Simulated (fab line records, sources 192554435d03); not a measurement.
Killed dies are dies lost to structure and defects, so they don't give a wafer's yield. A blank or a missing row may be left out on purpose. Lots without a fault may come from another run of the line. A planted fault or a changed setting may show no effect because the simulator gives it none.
A struck lot beside a sound one | flow n5_finfet | 42 steps out of a route of 1938
Sound: wafers L794.1, L794.2, L794.4. Struck: wafer L808.4. (L808.1, L808.2 of the same lot were not struck and are left out.) The cause comes at the end.
At each step with rows: each side's tool, then ch and its chambers, then its first start. Under that, the readings that differ: sound wafers | struck wafers | difference of the means | sigmas: that difference in standard deviations of wafers without a fault.
alike: readings whose means differ by less than 2 such deviations, and words and numbers that are the same on both sides. not compared: withheld readings, readings that some wafer has no value for, bounds like >300 that may hide the same value, and numbers for which the record gives no deviation and whose values overlap.
The two part at a step that has a row with sigmas, a row that says differs or no value, or rows on one side only. Numbers that don't overlap but have no deviation are shown without sigmas and don't part them. A reading that every wafer of one side lacks parts them only if that side has two wafers or more.

first, 12 steps without rows for these wafers: N5_SD_EPI_N_STRIP_36 (strips in N2/H2); N5_SD_EPI_N_ETCHBACK_44 (etches SiNx in CH3F/O2, stops on SiO2, target depth 14.5 nm); N5_SD_EPI_N_ETCH_45 (etches SiOCN in CH3F/O2, target depth 6 nm); N5_SD_EPI_N_ETCH_16 (etches SiO2 in CHF3/O2, target depth 5 nm); N5_SD_EPI_N_STRIP_47 (strips in CHF3/O2); N5_SD_EPI_N_SD_RECESS_17 (chemistry HBr/Cl2/O2, target depth 41 nm, time 23.7 s, bt time 3 s); N5_SD_EPI_N_STRIP_38 (strips in N2/H2); N5_SD_EPI_N_WET_ETCH_43 (etches SiO2 in dHF, time 14 s, target depth 1.5 nm); N5_SD_EPI_N_STRIP_18 (strips in SPM, time 750 s); N5_SD_EPI_N_SRD_20 (time 30 s); N5_SD_EPI_N_PRECLEAN_48 (cleans in NF3:NH3, afs cycles 2, time 20 s, sublimation time 60 s); N5_SD_EPI_N_VAPOR_ETCH_50 (etches Si in HCl, time 54 s).
N5_SD_EPI_N_EPI_21: deposits Si:P, time 690 s.
  sound on epi_rpcvd-04 ch 0, day 3 02:06; struck on epi_rpcvd-04 ch 0, day 6 17:31
  reading                                   | sound          | struck | difference | sigmas
  epi_growth_time_s (s)                     | 690 690 690    | 426.07 | -263.93    |
  model.Si-P_of_SD_EPI_N_EPI_21.thk_nm (nm) | 59.8 59.8 59.6 | 39.2   | -20.5      |
  alike: susceptor_temp_C_max
N5_SD_EPI_N_EPI_MEAS_23:
  sound on film_metro-01, day 3 03:49; struck on film_metro-02, day 6 19:14
  reading     | sound          | struck | difference | sigmas
  thk_nm (nm) | 60.0 60.4 60.8 | 39.6   | -20.8      | -19
then, 24 steps without rows for these wafers: N5_SD_EPI_N_PRECLEAN_24 (cleans in O3/DIW, time 60 s); N5_SD_EPI_N_SRD_25 (time 30 s); N5_SD_EPI_N_PRECLEAN_49 (cleans in NF3:NH3, afs cycles 1, time 20 s, sublimation time 60 s); N5_SD_EPI_N_LINER_46 (material SiNx, target thk 3 nm); N5_SD_EPI_P_COAT_34 (time 60 s, resist thk 350 nm); N5_SD_EPI_P_COAT_35 (time 60 s, resist thk 35 nm); N5_SD_EPI_P_COAT_03 (resist thk 150 nm); N5_SD_EPI_P_EBR_05; N5_SD_EPI_P_SOFTBAKE_04 (time 60 s); N5_SD_EPI_P_EXPOSE_06 (exposes mask SD P BLK, target cd 240 nm); N5_SD_EPI_P_PEB_07 (peb time 60 s); N5_SD_EPI_P_DEVELOP_08 (develop time 30 s); N5_SD_EPI_P_DESCUM_14 (chemistry O2, time 7.9 s); N5_SD_EPI_P_ETCH_36 (etches SiARC in CF4, target depth 45.5 nm, time 75.8 s); N5_SD_EPI_P_ETCH_37 (etches SOC in N2/H2, overetch 108 nm, time 486 s); N5_SD_EPI_P_STRIP_38 (strips in N2/H2); N5_SD_EPI_P_ETCHBACK_46 (etches SiNx in CH3F/O2, stops on SiO2, target depth 17.5 nm); N5_SD_EPI_P_ETCH_47 (etches SiOCN in CH3F/O2, target depth 25 nm); N5_SD_EPI_P_ETCH_16 (etches SiO2 in CHF3/O2, target depth 5 nm); N5_SD_EPI_P_STRIP_50 (strips in CHF3/O2); N5_SD_EPI_P_SD_RECESS_17 (chemistry HBr/Cl2/O2, target depth 39.1 nm, bt time 3 s); N5_SD_EPI_P_WET_ETCH_45 (etches SiO2 in dHF, time 10.7 s, target depth 2 nm, rinse time 30 s); N5_SD_EPI_P_STRIP_40 (strips in N2/H2); N5_SD_EPI_P_PRECLEAN_52 (cleans in O3/DIW, time 60 s).
N5_SD_EPI_P_PRECLEAN_24: cleans in O3/DIW, time 45 s.
  sound on wet_bench-02 ch 4,5,7, day 3 08:47; struck on wet_bench-04 ch 5, day 7 00:22
  reading                                   | sound        | struck | difference | sigmas
  model.Si-P_of_SD_EPI_N_EPI_21.thk_nm (nm) | 58.8 59 58.8 | 38.6   | -20.3      |
N5_SD_ACTIVATION_RS_MEAS_03: measures by four-point-probe.
  sound on film_metro-01, day 3 09:19; struck on film_metro-01, day 7 00:52
  reading          | sound             | struck | difference | sigmas
  RS_SD_N (ohm/sq) | 21.68 21.63 21.78 | 33.03  | +11.33     | +40
  RS_SD_P (ohm/sq) | 56.9 56.0 56.8    | 54.8   | -1.8       | -2
-- the record jumps here: 6 days lie between the struck wafers' starts before and after (it left off in module SD_ACTIVATION and takes up again in module BEOL_M4, whose first step shown is number 1111 of the route) --
N5_BEOL_M4_RC_MEAS_101:
  sound on prober-02 ch 0, day 9 07:44; struck on prober-01 ch 0, day 12 20:59
  reading          | sound          | struck | difference | sigmas
  ION_N (uA/um)    | 647 677 691    | 646    | -26        | -2
  REXT_N (ohm.um)  | 76.9 76.6 76.0 | 87.6   | +11.1      | +7
  RS_SD_N (ohm/sq) | 27.8 28.0 28.5 | 42.8   | +14.7      | +41
  SS_P (mV/dec)    | 73.2 73.7 74.3 | 72.0   | -1.7       | -3
  VT_P (mV)        | -250 -246 -245 | -254   | -7         | -2
  alike: DIBL_N, DIBL_P, IOFF_N, IOFF_P, ION_P, SS_N, VT_N
-- the record jumps here: 5 days lie between the struck wafers' starts before and after (it left off in module BEOL_M4 and takes up again in module PASSIVATION, whose first step shown is number 1936 of the route) --
N5_PASSIVATION_PROBE_49:
  the record has rows for the struck wafers here (prober-01, day 17 14:04) and none for the sound ones

WHERE THEY PART
First at N5_SD_EPI_N_EPI_MEAS_23; last, within this record, at N5_PASSIVATION_PROBE_49.

WHY: what the simulator had put in
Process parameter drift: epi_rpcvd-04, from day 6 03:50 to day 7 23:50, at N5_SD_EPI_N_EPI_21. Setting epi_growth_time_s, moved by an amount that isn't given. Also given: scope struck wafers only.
